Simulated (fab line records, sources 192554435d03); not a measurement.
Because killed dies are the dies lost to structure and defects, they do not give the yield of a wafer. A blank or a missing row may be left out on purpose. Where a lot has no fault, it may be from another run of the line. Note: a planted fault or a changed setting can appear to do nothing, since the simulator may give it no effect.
fab line records ; flow n5_finfet
record: lots: 9; wafers: 24; last_day: 17
route steps=1938 shown BEOL_M0_SAQP@658 BEOL_M4@1111 PASSIVATION@1936
lots that met no fault: from a run of the same line without faults
start_h: hours from the record's first day to the start of the lot's first wafer shown ; wait_h: hours from the lot's prior step to this one ; " same as the row above ; L1.1+2: several wafers, shown together as one row ; - no value present, or no start provided ; * or withheld: withheld ; < > ~ a bound
route shown NAME@n: NAME is a module with steps in the file, n the number in the route of the first one ; usual: the fault-free wafers' mean and standard deviation ; same: alike in all rows ; chamber/n: place in a boat ; sites: each site's reading ; _std_site: how widely they spread, as a standard deviation ; _edge_site: mean of outer sites minus mean of inner sites ; radius_mm: for every site, how far away it sits from the centre of the wafer ; mask NAME#n: copy n ; behind: the most recent tool/chamber to have shaped the wafer ; hold: why the lot went on hold/how many hours it stayed there/how the hold came to an end ; device: the transistor (n, p or np) that didn't switch ; end of line: the route-end tests of the same wafers ; a step with no rows: only its recipe ; killed: count of dies lost to structure and defects at first sort (not the wafer's yield) ; map: per-die view of a wafer (x killed, . not killed, _ where there is no die)
set.NAME: the setting that was run; set.NAME@STEP: the one run at that earlier step ; model.NAME: the simulator's own value behind a step, which no gauge read
steps of the route over a sample of lots; a table a step, a row a wafer
services: when a tool's chamber went out of use (start_h, in hours from the record's first day, below 0 if earlier), for how many hours, and the reason
== steps ==
step: N5_BEOL_M0_SAQP_MANDREL_ETCH_20
recipe: target_depth_a: 600; chemistry: HBr/Cl2; target: a-Si; stop_on: SiNx; bt_time_s: 10; mask_material: SOC; over_etch_frac: 0.5; time_s: 30; pressure_mtorr: 10; icp_w: 800; bias_w: 75; HBr_flow_sccm: 150; Cl2_flow_sccm: 80; ends: end_point
usual: HBr_flow_sccm: 150.1/0.45; bias_w: 75.01/0.22; drypump_motor_current_A: 5.6/0.44; oes_product_au: 0.781/0.013; throttle_valve_pct: 35.4/0.37
same: over_etch_frac: 0.5
lot.wafer;tool;chamber;start_h;wait_h;HBr_flow_sccm;bias_w;drypump_motor_current_A;oes_product_au;rf_hours_counter_h;throttle_valve_pct
L694.4;rie_si-01;2;138.83;0.1;149.5;75.10;5.3;0.778;-;35.0
L694.5;rie_si-01;3;138.83;0.1;149.9;75.16;5.7;0.779;-;35.3
L702.3;rie_si-01;0;195.08;0.0;150.5;74.85;5.7;0.775;115;35.5
L702.5;rie_si-01;0;195.08;0.0;150.6;74.72;5.7;0.781;-;35.5
L702.6;rie_si-01;3;195.08;0.0;150.2;75.22;5.7;0.779;-;35.3
L703.3;rie_si-04;1;198.65;0.0;150.8;75.20;5.4;0.764;127;35.5
L703.5;rie_si-04;0;198.65;0.0;149.8;74.69;5.6;0.791;-;36.1
L703.6;rie_si-04;3;198.65;0.0;150.2;75.39;5.3;0.775;-;35.9
L705.2;rie_si-06;3;206.35;0.0;149.8;75.10;6.2;0.770;64;35.4
L705.4;rie_si-06;2;206.35;0.0;149.8;74.75;5.9;0.797;2;35.1
L705.6;rie_si-06;0;206.35;0.0;149.9;75.27;5.3;0.779;-;35.4
L706.2;rie_si-06;1;209.06;0.0;150.4;74.96;4.8;0.778;38;34.9
L706.4;rie_si-06;2;209.06;0.0;149.9;74.99;5.9;0.788;2;35.1
L708.1;rie_si-06;1;219.20;0.0;149.9;75.04;4.8;0.795;39;34.9
L708.4;rie_si-06;0;219.20;0.0;150.9;75.27;5.2;0.786;-;35.4
L709.3;rie_si-01;1;228.55;0.0;149.6;74.98;6.6;0.760;162;35.7
L709.5;rie_si-01;0;228.55;0.0;150.3;74.55;5.8;0.778;-;35.5
L709.6;rie_si-01;3;228.55;0.0;150.0;74.85;5.6;0.775;-;35.2
L710.1;rie_si-06;0;236.74;0.0;149.1;74.88;5.2;0.775;53;35.4
L710.2;rie_si-06;3;236.74;0.0;149.7;75.11;6.2;0.784;64;35.5
L710.3;rie_si-06;1;236.74;0.0;150.3;75.46;4.8;0.794;39;34.9
L711.1;rie_si-06;3;242.45;0.0;150.6;74.94;6.2;0.756;64;35.5
L711.3;rie_si-06;0;242.45;0.0;150.7;74.98;5.2;0.775;53;35.4
L711.4;rie_si-06;2;242.45;0.0;150.6;74.65;5.9;0.794;2;35.1
step: N5_BEOL_M0_SAQP_ETCH_107
recipe: chemistry: CH3F/O2; target: SiNx; target_depth_a: 300; mask_material: SOC; pressure_mtorr: 30; source_w: 395; bias_w: 73; Ar_flow_sccm: 150; CH3F_flow_sccm: 30; O2_flow_sccm: 20; ion_energy_ev: 120
usual: CH3F_flow_sccm: 30.01/0.092; O2_flow_sccm: 20.00/0.064; drypump_motor_current_A: 5.8/0.45; oes_product_au: 0.76/0.087; rf_vpp_V: 297/5.8; showerhead_plenum_p_Torr: 1.99/0.068; throttle_valve_pct: 16.49/0.23
lot.wafer;tool;chamber;start_h;wait_h;CH3F_flow_sccm;O2_flow_sccm;drypump_motor_current_A;oes_product_au;rf_hours_counter_h;rf_vpp_V;showerhead_plenum_p_Torr;throttle_valve_pct
L694.4;rie_diel-01;3;140.98;0.0;30.02;20.13;5.9;0.68;242;298;1.96;16.72
L694.5;rie_diel-01;0;140.98;0.0;30.06;20.04;6.7;0.74;-;292;1.99;16.41
L702.3;rie_diel-01;1;197.84;0.0;-;-;-;-;-;-;-;-
L702.5;rie_diel-01;0;197.84;0.0;-;-;-;-;-;-;-;-
L702.6;rie_diel-01;3;197.84;0.0;-;-;-;-;-;-;-;-
L703.3;rie_diel-06;3;200.73;0.0;-;-;-;-;-;-;-;-
L703.5;rie_diel-06;3;200.73;0.0;-;-;-;-;-;-;-;-
L703.6;rie_diel-06;2;200.73;0.0;-;-;-;-;-;-;-;-
L705.2;rie_diel-01;1;209.47;0.0;30.03;19.95;4.9;0.69;212;303;2.06;16.56
L705.4;rie_diel-01;0;209.47;0.0;30.15;20.09;6.7;0.72;221;292;1.98;16.46
L705.6;rie_diel-01;3;209.47;0.0;30.12;19.91;5.9;0.99;-;298;1.96;16.22
L706.2;rie_diel-06;3;211.13;0.0;30.09;20.02;5.9;0.88;41;303;1.96;16.27
L706.4;rie_diel-06;0;211.13;0.0;30.02;20.10;5.4;0.70;249;293;1.90;16.84
L708.1;rie_diel-01;1;222.72;0.0;29.96;19.97;4.9;0.69;216;302;2.06;16.57
L708.4;rie_diel-01;3;222.72;0.0;29.86;19.94;5.9;0.96;9;298;1.95;16.23
L709.3;rie_diel-06;1;231.15;0.0;30.00;19.96;6.2;0.76;173;296;2.07;16.69
L709.5;rie_diel-06;2;231.15;0.0;29.94;20.03;5.8;0.68;-;290;1.87;16.84
L709.6;rie_diel-06;1;231.15;0.0;30.05;19.87;6.2;0.75;-;296;2.07;16.66
L710.1;rie_diel-01;0;239.51;0.0;30.06;19.88;6.7;0.72;229;293;1.98;16.50
L710.2;rie_diel-01;2;239.51;0.0;29.85;19.89;6.0;0.71;167;290;1.93;16.27
L710.3;rie_diel-01;3;239.51;0.0;29.95;20.12;5.8;0.96;13;298;1.95;16.24
L711.1;rie_diel-05;3;245.06;0.0;29.99;19.97;5.9;0.74;172;301;2.07;16.58
L711.3;rie_diel-05;0;245.06;0.0;29.95;20.03;5.4;0.72;165;295;1.92;16.46
L711.4;rie_diel-05;1;245.06;0.0;30.10;20.03;6.2;0.94;16;311;2.04;15.85
step: N5_BEOL_M0_SAQP_SPACER2_ETCHBACK_27
recipe: chemistry: CHF3/O2; mode: anisotropic_etchback; target: SiO2; target_depth_a: 225; time_s: 11.25; pressure_mtorr: 30; source_w: 650; bias_w: 170; Ar_flow_sccm: 200; CHF3_flow_sccm: 50; O2_flow_sccm: 5; ion_energy_ev: 200
usual: drypump_motor_current_A: 5.8/0.49; oes_product_au: 0.77/0.098; rf_vpp_V: 524/9.9; showerhead_plenum_p_Torr: 2.40/0.08; throttle_valve_pct: 19.00/0.21
lot.wafer;tool;chamber;start_h;wait_h;drypump_motor_current_A;oes_product_au;rf_hours_counter_h;rf_vpp_V;showerhead_plenum_p_Torr;throttle_valve_pct
L694.4;rie_diel-01;0;141.77;0.3;6.7;0.75;201;518;2.40;18.94
L694.5;rie_diel-01;3;141.77;0.3;5.9;0.68;-;525;2.36;19.24
L702.3;rie_diel-05;1;198.64;0.3;6.2;1.00;3;546;2.46;18.41
L702.5;rie_diel-05;2;198.64;0.3;5.4;0.91;-;525;2.48;19.02
L702.6;rie_diel-05;1;198.64;0.3;6.3;0.99;-;548;2.46;18.40
L703.3;rie_diel-06;0;201.53;0.3;5.5;0.70;247;517;2.30;19.37
L703.5;rie_diel-06;0;201.53;0.3;5.5;0.70;-;515;2.30;19.38
L703.6;rie_diel-06;1;201.53;0.3;6.2;0.76;-;522;2.49;19.19
L705.2;rie_diel-01;1;211.08;0.3;4.9;0.70;212;531;2.48;19.08
L705.4;rie_diel-01;0;211.08;0.3;6.7;0.73;221;516;2.39;18.97
L705.6;rie_diel-01;3;211.08;0.3;5.9;0.99;-;525;2.36;18.80
L706.2;rie_diel-05;2;212.35;0.3;5.5;0.89;15;524;2.47;19.03
L706.4;rie_diel-05;0;212.35;0.3;5.4;0.72;156;517;2.32;18.96
L708.1;rie_diel-01;3;223.53;0.3;5.9;0.96;10;522;2.36;18.81
L708.4;rie_diel-01;1;223.53;0.3;4.9;0.69;216;530;2.48;19.08
L709.3;rie_diel-06;1;231.95;0.3;6.2;0.74;173;522;2.49;19.20
L709.5;rie_diel-06;3;231.95;0.3;5.9;0.87;-;538;2.36;18.86
L709.6;rie_diel-06;1;231.95;0.3;6.2;0.75;-;521;2.49;19.20
L710.1;rie_diel-06;3;240.31;0.3;5.9;0.87;51;535;2.36;18.86
L710.2;rie_diel-06;1;240.31;0.3;6.2;0.74;176;523;2.49;19.21
L710.3;rie_diel-06;0;240.31;0.3;5.5;0.98;3;526;2.59;18.95
L711.1;rie_diel-01;2;246.14;0.3;6.0;0.70;169;509;2.32;18.74
L711.3;rie_diel-01;3;246.14;0.3;5.9;0.93;16;523;2.35;18.81
L711.4;rie_diel-01;0;246.14;0.3;6.7;0.72;232;516;2.39;18.97
step: N5_BEOL_M0_SAQP_MANDREL2_REMOVE_110
recipe: chemistry: HBr/Cl2/O2; bt_time_s: 10; target: a-Si; stop_on: SiCN; endpoint: OES-SiCl; over_etch_frac: 1; icp_w: 600; bias_w: 30; HBr_flow_sccm: 150; Cl2_flow_sccm: 80; O2_flow_sccm: 5; pressure_mtorr: 10
usual: drypump_motor_current_A: 5.6/0.49; oes_product_au: 1.007/0.014; throttle_valve_pct: 36.7/0.36
same: over_etch_frac: 1
lot.wafer;tool;chamber;start_h;wait_h;drypump_motor_current_A;oes_product_au;rf_hours_counter_h;throttle_valve_pct
L694.4;rie_si-06;1;141.86;0.1;4.8;1.022;37;36.1
L694.5;rie_si-06;0;141.86;0.1;5.2;1.001;-;36.7
L702.3;rie_si-01;1;198.72;0.1;6.6;0.982;161;37.0
L702.5;rie_si-01;0;198.72;0.1;5.7;0.989;-;36.8
L702.6;rie_si-01;1;198.72;0.1;6.6;1.000;-;37.0
L703.3;rie_si-06;0;201.62;0.1;5.3;1.001;52;36.6
L703.5;rie_si-06;3;201.62;0.1;6.2;1.021;-;36.7
L703.6;rie_si-06;0;201.62;0.1;5.3;0.993;-;36.7
L705.2;rie_si-01;1;211.16;0.1;6.6;0.998;162;37.0
L705.4;rie_si-01;3;211.16;0.1;5.7;1.003;18;36.5
L705.6;rie_si-01;3;211.16;0.1;5.7;0.998;-;36.5
L706.2;rie_si-06;2;212.44;0.1;5.9;1.025;2;36.4
L706.4;rie_si-06;0;212.44;0.1;5.2;0.986;52;36.7
L708.1;rie_si-04;3;223.62;0.1;5.3;0.992;86;37.2
L708.4;rie_si-04;1;223.62;0.1;5.4;1.012;128;36.7
L709.3;rie_si-06;3;232.04;0.1;6.2;1.003;64;36.7
L709.5;rie_si-06;0;232.04;0.1;5.3;1.007;-;36.7
L709.6;rie_si-06;1;232.04;0.1;4.8;1.020;-;36.1
L710.1;rie_si-01;1;240.40;0.1;6.6;0.999;162;37.0
L710.2;rie_si-01;3;240.40;0.1;5.7;0.998;19;36.5
L710.3;rie_si-01;0;240.40;0.1;5.7;0.982;116;36.8
L711.1;rie_si-04;0;246.23;0.1;5.6;1.021;172;37.4
L711.3;rie_si-04;2;246.23;0.1;5.8;1.019;10;36.9
L711.4;rie_si-04;1;246.23;0.1;5.4;1.022;128;36.8
step: N5_BEOL_M4_RC_MEAS_101
usual: DIBL_N: 35.1/1.5; DIBL_P: 35.2/2; IOFF_N: 0.146/0.028; IOFF_P: 0.20/0.036; ION_N: 670/12; ION_P: 462/8.2; SS_N: 71.2/0.63; SS_P: 73.1/0.7; VT_N: 250/3.6; VT_P: -251/3.3
lot.wafer;tool;chamber;start_h;wait_h;DIBL_N[mV/V];DIBL_P[mV/V];IOFF_N[nA/um];IOFF_P[nA/um];ION_N[uA/um];ION_P[uA/um];SS_N[mV/dec];SS_P[mV/dec];VT_N[mV];VT_P[mV]
L694.4;prober-02;0;194.58;0.5;37.0;38.1;0.178;0.21;667;455;71.7;74.1;250;-252
L694.5;prober-02;0;194.58;0.5;36.6;38.4;0.183;0.22;674;467;71.6;74.4;246;-251
L705.2;prober-01;0;270.84;0.2;35.0;35.7;0.131;0.18;663;456;71.4;72.8;253;-252
L705.4;prober-01;0;270.84;0.2;32.5;32.3;0.098;0.14;652;454;70.6;72.6;256;-255
L705.6;prober-01;0;270.84;0.2;33.6;33.6;0.113;0.15;650;446;70.8;72.5;252;-256
L706.2;prober-02;0;272.36;0.2;36.0;35.4;0.151;0.20;675;464;71.0;73.1;251;-251
L706.4;prober-02;0;272.36;0.2;32.7;31.6;0.103;0.15;652;454;70.4;72.0;256;-256
L708.1;prober-01;0;288.64;0.0;34.3;33.0;0.113;0.16;673;463;70.9;72.8;253;-253
L708.4;prober-01;0;288.64;0.0;36.1;35.3;0.139;0.19;674;468;70.2;73.2;251;-253
L709.3;prober-01;0;291.84;0.3;32.4;31.6;0.116;0.19;656;460;70.9;71.7;254;-251
L709.5;prober-01;0;291.84;0.3;32.4;31.9;0.120;0.19;666;462;71.7;72.3;252;-249
L709.6;prober-01;0;291.84;0.3;35.7;36.2;0.183;0.26;680;475;71.9;73.1;246;-245
L710.1;prober-02;0;294.09;0.0;33.7;32.9;0.123;0.16;668;457;70.8;71.9;251;-253
L710.2;prober-02;0;294.09;0.0;33.3;31.6;0.114;0.14;661;455;70.4;72.7;256;-257
L710.3;prober-02;0;294.09;0.0;36.7;36.1;0.176;0.21;671;457;71.5;73.8;249;-251
L711.1;prober-01;0;324.03;0.0;33.1;32.6;0.103;0.15;657;456;70.5;71.4;257;-255
L711.3;prober-01;0;324.03;0.0;32.8;33.5;0.110;0.17;664;464;70.8;72.8;253;-253
L711.4;prober-01;0;324.03;0.0;33.7;33.0;0.116;0.16;670;451;70.2;72.3;253;-255
step: N5_PASSIVATION_PROBE_49
usual: defect_limited_yield: 91.4/1.4; killed_at_M0_to_M3: 32/10; killed_at_M4_up: 13/5.6; killed_at_contacts: 13/6.6; killed_at_front_end: 39/13; killed_at_other: 3.4/2.8; killed_dies: 101/17; killed_on_rim: 14/4.5; killed_open: 66/13; killed_short: 33/7; sort_bin_5_function: 5.0/0.93; sort_bin_6_memory: 3.2/0.65; sort_n_pass: 1078/17; sort_yield_pct: 91.4/1.4
same: gross_dies: 1180; killed_at_back_side: 0; sort_bin_4_leakage[%]: 0; sort_bin_8_speed[%]: 0
lot.wafer;tool;chamber;start_h;wait_h;defect_limited_yield[%];killed_at_M0_to_M3;killed_at_M4_up;killed_at_contacts;killed_at_front_end;killed_at_other;killed_dies;killed_on_rim;killed_open;killed_short;sort_bin_5_function[%];sort_bin_6_memory[%];sort_n_pass;sort_yield_pct[%]
L694.4;prober-01;-;305.95;0.2;91.1;19;13;24;38;11;105;13;66;38;5.3;3.4;1075;91.1
L694.5;prober-01;-;306.00;0.2;91.7;18;14;15;49;2;98;18;61;28;5.3;2.3;1082;91.7
L702.3;prober-02;-;360.60;0.1;0;1106;26;8;37;3;1180;152;45;45;96.4;3.1;0;0
L702.5;prober-02;-;360.70;0.2;0;1109;12;12;46;1;1180;152;67;29;96.7;2.7;0;0
L702.6;prober-02;-;360.75;0.3;0;1118;11;13;36;2;1180;152;73;37;96.3;3.5;0;0
L703.3;prober-01;-;365.15;0.1;0;1125;14;4;29;8;1180;152;57;42;96.4;3.4;0;0
L703.5;prober-01;-;365.25;0.2;0;1131;11;9;26;3;1180;152;55;41;96.7;3.1;0;0
L703.6;prober-01;-;365.30;0.3;0;1121;16;7;28;8;1180;152;57;31;96.4;3.3;0;0
L705.2;prober-02;-;378.13;0.1;93.6;27;10;9;28;2;76;11;51;24;3.6;2.7;1104;93.6
L705.4;prober-02;-;378.23;0.2;92.2;28;11;11;34;8;92;9;50;41;4.3;3.3;1088;92.2
L705.6;prober-02;-;378.33;0.3;91.1;53;11;7;32;2;105;17;59;43;5.3;3.2;1075;91.1
L706.2;prober-02;-;383.14;0.1;90.0;50;19;21;24;4;118;14;74;42;5.6;3.9;1062;90.0
L706.4;prober-02;-;383.24;0.2;91.6;43;12;11;28;5;99;14;56;38;5.1;2.5;1081;91.6
L708.1;prober-01;-;399.07;0.0;91.4;41;12;18;26;5;102;13;75;27;5.1;3.3;1078;91.4
L708.4;prober-01;-;399.22;0.2;93.0;34;17;5;24;3;83;14;63;20;4.7;2.2;1097;93.0
L709.3;prober-01;-;402.87;0.1;90.5;34;16;33;26;3;112;13;79;31;5.7;3.7;1068;90.5
L709.5;prober-01;-;402.97;0.2;92.2;27;10;12;40;3;92;13;58;33;4.6;2.8;1088;92.2
L709.6;prober-01;-;403.02;0.3;93.6;29;6;6;31;4;76;7;41;34;3.7;2.3;1104;93.6
L710.1;prober-01;-;408.39;0.0;89.7;37;6;14;59;6;122;20;80;33;6.2;3.1;1058;89.7
L710.2;prober-01;-;408.44;0.1;89.2;31;13;10;63;10;127;14;85;40;5.9;4.4;1053;89.2
L710.3;prober-01;-;408.49;0.1;88.2;37;14;12;72;4;139;20;102;36;7.0;4.5;1041;88.2
L711.1;prober-02;-;419.08;0.0;91.7;36;17;13;32;0;98;6;67;30;4.9;3.1;1082;91.7
L711.3;prober-02;-;419.18;0.1;90.0;41;10;13;54;0;118;17;71;41;5.5;3.8;1062;90.0
L711.4;prober-02;-;419.23;0.2;89.8;48;11;20;40;1;120;24;84;36;5.8;4.1;1060;89.8
killed by level:class
L694.4 MOL_CONTACT_COAG:geometric_particle:open=20 FIN_SAQP:geometric_particle:short=12 FIN_SAQP:geometric_particle:open=8 BEOL_M5:geometric_particle:open=7 DUMMY_GATE:geometric_particle:open=6 BEOL_M0_SAQP:geometric_particle:short=6 MOL_CONTACT_COAG:geometric_particle:short=4 BEOL_M2:geometric_particle:open=4
L694.5 MOL_CONTACT_COAG:geometric_particle:open=11 FIN_SAQP:geometric_particle:open=9 GATE_CUT:geometric_particle:short=9 BEOL_M2:geometric_particle:open=7 DUMMY_GATE:geometric_particle:open=6 GATE_CUT:geometric_particle:open=6 HKMG_FIN:area_etch=6 BEOL_M5:geometric_particle:open=4
L702.3 BEOL_M0_SAQP:area_etch=1086 BEOL_M4:geometric_particle:short=9 FIN_SAQP:geometric_particle:short=8 BEOL_M0_SAQP:geometric_particle:short=8 STI_FIN_REVEAL:geometric_particle:open=6 MOL_CONTACT_COAG:geometric_particle:open=6 FIN_SAQP:geometric_particle:open=5 BEOL_M4:geometric_particle:open=5
L702.5 BEOL_M0_SAQP:area_etch=1083 MOL_CONTACT_COAG:geometric_particle:open=10 FIN_SAQP:geometric_particle:open=9 STI_FIN_REVEAL:geometric_particle:open=8 BEOL_M2:geometric_particle:open=7 BEOL_M4:geometric_particle:open=6 BEOL_M3:geometric_particle:open=6 DUMMY_GATE:geometric_particle:open=5
L702.6 BEOL_M0_SAQP:area_etch=1070 BEOL_M0_SAQP:geometric_particle:open=10 MOL_CONTACT_COAG:geometric_particle:open=10 BEOL_M2:geometric_particle:open=10 BEOL_M3:geometric_particle:open=10 FIN_SAQP:geometric_particle:open=9 BEOL_M0_SAQP:geometric_particle:short=6 BEOL_M0:geometric_particle:short=5
L703.3 BEOL_M0_SAQP:area_etch=1080 BEOL_M0_SAQP:geometric_particle:short=16 BEOL_M2:geometric_particle:open=9 FIN_SAQP:geometric_particle:open=8 STI_FIN_REVEAL:geometric_particle:open=8 BEOL_M4:geometric_particle:open=6 FIN_SAQP:geometric_particle:short=5 BEOL_M0_SAQP:geometric_particle:open=5
L703.5 BEOL_M0_SAQP:area_etch=1083 BEOL_M0_SAQP:geometric_particle:short=20 BEOL_M0_SAQP:geometric_particle:open=13 MOL_CONTACT_COAG:geometric_particle:open=7 BEOL_M2:geometric_particle:open=7 FIN_SAQP:geometric_particle:open=6 FIN_SAQP:geometric_particle:short=5 BEOL_M4:geometric_particle:open=4
L703.6 BEOL_M0_SAQP:area_etch=1088 BEOL_M0_SAQP:geometric_particle:open=11 BEOL_M0_SAQP:geometric_particle:short=10 BEOL_M2:geometric_particle:open=8 FIN_SAQP:geometric_particle:short=7 MOL_CONTACT_COAG:geometric_particle:open=5 BEOL_M4:geometric_particle:open=5 BEOL_M5:geometric_particle:open=4
L705.2 MOL_CONTACT_COAG:geometric_particle:open=9 FIN_SAQP:geometric_particle:short=8 BEOL_M0_SAQP:geometric_particle:open=8 DUMMY_GATE:geometric_particle:open=5 BEOL_M0_SAQP:geometric_particle:short=5 STI_FIN_REVEAL:geometric_particle:open=4 BEOL_M4:geometric_particle:open=4 BEOL_M3:geometric_particle:open=4
L705.4 GATE_CUT:geometric_particle:short=9 MOL_CONTACT_COAG:geometric_particle:open=9 BEOL_M0_SAQP:geometric_particle:short=8 GATE_CUT:geometric_particle:open=7 BEOL_M2:geometric_particle:open=6 PASS1_CAP:geometric_particle:short=5 STI_FIN_REVEAL:geometric_particle:open=3 DUMMY_GATE:geometric_particle:open=3
L705.6 BEOL_M1:geometric_particle:short=9 FIN_SAQP:geometric_particle:open=8 BEOL_M0_SAQP:geometric_particle:short=8 BEOL_M1:geometric_particle:open=8 BEOL_M2:geometric_particle:open=7 FIN_SAQP:geometric_particle:short=6 BEOL_M3:geometric_particle:open=6 DUMMY_GATE:geometric_particle:open=5
L706.2 MOL_CONTACT_COAG:geometric_particle:open=15 BEOL_M0_SAQP:geometric_particle:short=12 FIN_SAQP:geometric_particle:open=10 BEOL_M2:geometric_particle:open=10 BEOL_M1:geometric_particle:open=10 MOL_CONTACT_COAG:geometric_particle:short=6 BEOL_M0_SAQP:geometric_particle:open=6 GATE_CUT:geometric_particle:short=4
L706.4 BEOL_M0_SAQP:geometric_particle:open=9 BEOL_M0_SAQP:geometric_particle:short=8 BEOL_M3:geometric_particle:open=7 FIN_SAQP:geometric_particle:open=6 MOL_CONTACT_COAG:geometric_particle:open=6 BEOL_M1:geometric_particle:open=6 MOL_CONTACT_COAG:geometric_particle:short=5 BEOL_M1:geometric_particle:short=5
L708.1 MOL_CONTACT_COAG:geometric_particle:open=14 BEOL_M2:geometric_particle:open=11 BEOL_M3:geometric_particle:open=10 BEOL_M1:geometric_particle:open=5 STARTING-WAFER:geometric_particle:short=5 FIN_SAQP:geometric_particle:open=4 MOL_CONTACT_COAG:geometric_particle:short=4 BEOL_M0_SAQP:geometric_particle:open=4
L708.4 BEOL_M0_SAQP:geometric_particle:open=10 BEOL_M2:geometric_particle:open=10 FIN_SAQP:geometric_particle:open=7 MOL_CONTACT_COAG:geometric_particle:open=5 BEOL_M0_SAQP:geometric_particle:short=5 BEOL_M1:geometric_particle:open=4 BEOL_M3:geometric_particle:open=4 BEOL_M4:geometric_particle:open=4
L709.3 MOL_CONTACT_COAG:geometric_particle:open=21 MOL_CONTACT_COAG:geometric_particle:short=11 BEOL_M2:geometric_particle:open=11 BEOL_M4:geometric_particle:open=8 BEOL_M1:geometric_particle:open=7 BEOL_M0_SAQP:geometric_particle:short=6 FIN_SAQP:geometric_particle:open=4 STI_FIN_REVEAL:geometric_particle:open=4
L709.5 FIN_SAQP:geometric_particle:short=13 FIN_SAQP:geometric_particle:open=11 MOL_CONTACT_COAG:geometric_particle:open=10 BEOL_M0_SAQP:geometric_particle:short=7 BEOL_M2:geometric_particle:open=7 BEOL_M3:geometric_particle:open=6 DUMMY_GATE:geometric_particle:open=5 BEOL_M0_SAQP:geometric_particle:open=5
L709.6 BEOL_M2:geometric_particle:open=14 FIN_SAQP:geometric_particle:short=8 FIN_SAQP:geometric_particle:open=5 STARTING-WAFER:geometric_particle:short=5 MOL_CONTACT_COAG:geometric_particle:open=4 BEOL_M0_SAQP:geometric_particle:short=4 BEOL_M2:geometric_particle:short=4 STI_FIN_REVEAL:geometric_particle:open=3
L710.1 FIN_SAQP:geometric_particle:open=16 STI_FIN_REVEAL:geometric_particle:open=14 BEOL_M1:geometric_particle:open=12 MOL_CONTACT_COAG:geometric_particle:open=11 HKMG_FIN:area_etch=8 FIN_SAQP:geometric_particle:short=7 BEOL_M3:geometric_particle:open=7 STI_FIN_REVEAL:geometric_particle:short=4
L710.2 FIN_SAQP:geometric_particle:open=16 STI_FIN_REVEAL:geometric_particle:open=12 BEOL_M3:geometric_particle:open=12 FIN_SAQP:geometric_particle:short=10 MOL_CONTACT_COAG:geometric_particle:open=8 GATE_CUT:geometric_particle:short=6 BEOL_M0:geometric_particle:open=5 BEOL_M1:geometric_particle:open=5
L710.3 FIN_SAQP:geometric_particle:open=24 STI_FIN_REVEAL:geometric_particle:open=16 BEOL_M1:geometric_particle:open=13 FIN_SAQP:geometric_particle:short=11 MOL_CONTACT_COAG:geometric_particle:open=11 BEOL_M4:geometric_particle:open=7 STI_FIN_REVEAL:geometric_particle:short=6 GATE_CUT:geometric_particle:short=6
L711.1 STI_FIN_REVEAL:geometric_particle:open=12 MOL_CONTACT_COAG:geometric_particle:open=12 FIN_SAQP:geometric_particle:open=9 BEOL_M3:geometric_particle:open=8 BEOL_M0_SAQP:geometric_particle:open=6 BEOL_M0_SAQP:geometric_particle:short=6 BEOL_M1:geometric_particle:short=6 BEOL_M1:geometric_particle:open=4
L711.3 STI_FIN_REVEAL:geometric_particle:open=14 BEOL_M0_SAQP:geometric_particle:short=11 FIN_SAQP:geometric_particle:open=9 MOL_CONTACT_COAG:geometric_particle:open=9 FIN_SAQP:geometric_particle:short=8 BEOL_M0_SAQP:geometric_particle:open=8 BEOL_M1:geometric_particle:open=8 BEOL_M3:geometric_particle:open=6
L711.4 MOL_CONTACT_COAG:geometric_particle:open=16 STI_FIN_REVEAL:geometric_particle:open=15 FIN_SAQP:geometric_particle:open=12 BEOL_M0_SAQP:geometric_particle:short=10 BEOL_M1:geometric_particle:open=9 BEOL_M0_SAQP:geometric_particle:open=9 BEOL_M1:geometric_particle:short=8 FIN_SAQP:geometric_particle:short=4
== services ==
tool;chamber;start_h;hours;kind
rie_diel-06;3;115.07;1.5;repair
rie_diel-05;-;119.41;0.5;repair
rie_si-01;1;127.33;14.0;repair
rie_si-04;-;143.31;15.6;pm
rie_diel-06;1;147.10;9.0;repair
rie_diel-05;1;148.74;7.9;repair
rie_diel-01;3;161.06;3.2;repair
rie_diel-06;0;162.19;6.6;repair
rie_diel-01;3;173.24;-;clean
rie_diel-01;3;173.24;-;consumable_replace:focus_ring
rie_diel-01;3;173.24;21.0;scheduled_down
rie_diel-01;3;173.24;21.0;vent_cycle
rie_si-01;0;201.27;4.2;repair
rie_diel-06;0;213.94;-;clean
rie_diel-06;0;213.94;-;consumable_replace:focus_ring
rie_diel-06;0;213.94;-;consumable_replace:showerhead
rie_diel-06;0;213.94;17.7;scheduled_down
rie_diel-06;0;213.94;17.7;vent_cycle
rie_si-06;2;215.68;7.3;repair
rie_diel-06;2;231.70;-;clean
rie_diel-06;2;231.70;-;consumable_replace:focus_ring
rie_diel-06;2;231.70;-;consumable_replace:showerhead
rie_diel-06;2;231.70;23.1;scheduled_down
rie_diel-06;2;231.70;23.1;vent_cycle
== key ==
first_sign: step: N5_BEOL_M0_SAQP_ETCH_107; reading: tool_record; direction: missing
effect: step: N5_PASSIVATION_PROBE_49; reading: killed_at_M0_to_M3; direction: up; sigmas: 99+; usual: 32; struck: 1118
more_kills_born_at: N5_BEOL_M0_SAQP_ETCH_107@rie_diel-06: 3251; N5_BEOL_M0_SAQP_ETCH_107@rie_diel-01: 3239
met_at N5_BEOL_M0_SAQP_ETCH_107
struck_lots L702,L703
later_rows_left_out L702.3,L702.5,L702.6,L703.3,L703.5,L703.6
not_acting_at N5_BEOL_M0_SAQP_MANDREL_ETCH_20,N5_BEOL_M0_SAQP_SPACER2_ETCHBACK_27,N5_BEOL_M0_SAQP_MANDREL2_REMOVE_110
onset_between 140.98 197.84
fault: kind: skipped_step_whole; tool: rie_diel-01,rie_diel-06; chamber: -; onset_h: 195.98; steps: N5_BEOL_M0_SAQP_ETCH_107; scope: struck_lots_only
later_rows_left_out: the simulator's readings of these wafers behind a module that went badly wrong aren't trusted and aren't shown, but for the sort
